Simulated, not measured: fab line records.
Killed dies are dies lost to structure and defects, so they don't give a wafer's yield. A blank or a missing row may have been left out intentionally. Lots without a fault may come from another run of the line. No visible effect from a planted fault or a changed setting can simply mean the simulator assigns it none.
Problem report in the 8D (eight disciplines) form, filled by code ; flow n5Finfet ; the parts of the form that need people (team, actions taken, sign-off) are left out

1. WHAT WENT WRONG
Mean of barrierFieldEndpointS at N5_BEOL_M2_CMP_52: 11.6 s across 2 wafers in 2 lots; on wafers with no fault it is 25.0 s (standard deviation 0.73). Measured from the usual mean, that is -18 standard deviations.
The step: polishes, stops on SiOC, t overpolish 6.8 s, target thk 40 nm.
Earliest sighting: wafer L542.3 on cmp-02 at day 10 20:49. At this step, 28 wafers from 11 lots have a number in the record. The rule behind "out" and "out of limits": a value lying over 4 standard deviations away from the usual mean. Any other wafer with a number is counted as sound.

2. WHAT IT IS AND WHAT IT IS NOT
question;is;is not
which readings at this step;barrierFieldEndpointS;motorCurrentA
which lots;L542, L543;L528, L530, L532, L533, L535, L537, L548, L549, L551
which wafers of those lots;L542.3, L543.4;L542.5, L543.5
read on which tools;cmp-01, cmp-02;cmp-04
when;from day 10 20:49;"up to then (17 sound wafers); but 9 sound wafers of L543, L548, L549, L551 came after"

3. THE SUSPECTS, EACH WITH WHAT RULES IT OUT
Counting: any tool at a process step up to the reading remains a suspect provided it ran every lot that is out. Sound lots after the first of them don't rule it out here, since some wafers of a struck lot are sound.
- pecvd-03 at N5_BEOL_M2_PECVD_72 (deposits SiO2 from TEOS/O2, target thk 16 nm, time 18 s): kept. Every lot that is out went through it, the first being L542 (day 10 04:54); the last sound lot it ran before that was L537 (day 8 16:47).
Left after counting: pecvd-03 at N5_BEOL_M2_PECVD_72.

4. THE CAUSE (what the simulator had put in)
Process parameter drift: pecvd-03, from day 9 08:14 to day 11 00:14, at N5_BEOL_M2_PECVD_72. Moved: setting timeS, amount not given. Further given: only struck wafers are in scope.
After counting, this tool was the only one left.

5. SEQUENCE OF EFFECTS, ordered by route
Rows list readings where the struck wafers' mean (over those with a number) sits beyond 3 standard deviations from the usual. Only readings whose record carries a usual standard deviation are examined. hours: median over the lots of the time between each lot's start at the first step of this table that gives one and its start at this step. sigmas: the change, counted in usual standard deviations.
hours;step;reading;usual;on struck wafers;change;sigmas
0;N5_BEOL_M2_CMP_52;barrierFieldEndpointS;25.0 s;11.6;-13.4;-18
Here are the process steps it includes:
- N5_BEOL_M2_CMP_52: polishes, stops on SiOC, t overpolish 6.8 s, target thk 40 nm.
Later steps that measure or inspect, where all struck wafers having a row at the step show a number for every such reading and not one has moved that far: N5_BEOL_M4_RC_MEAS_101.

6. HOW IT WOULD HAVE BEEN CAUGHT EARLIER
In this record the first reading out of limits was taken at day 10 20:49, 37 hours after the fault began at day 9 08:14.
Tool readings at N5_BEOL_M2_PECVD_72 with a usual standard deviation given in the record: none out on any struck wafer, hence no alarm at a limit of 4 standard deviations on them.
Lots out: 2; all had begun N5_BEOL_M2_PECVD_72 on pecvd-03 by day 10 20:49. Tool hold at that time: it would have spared none of them.
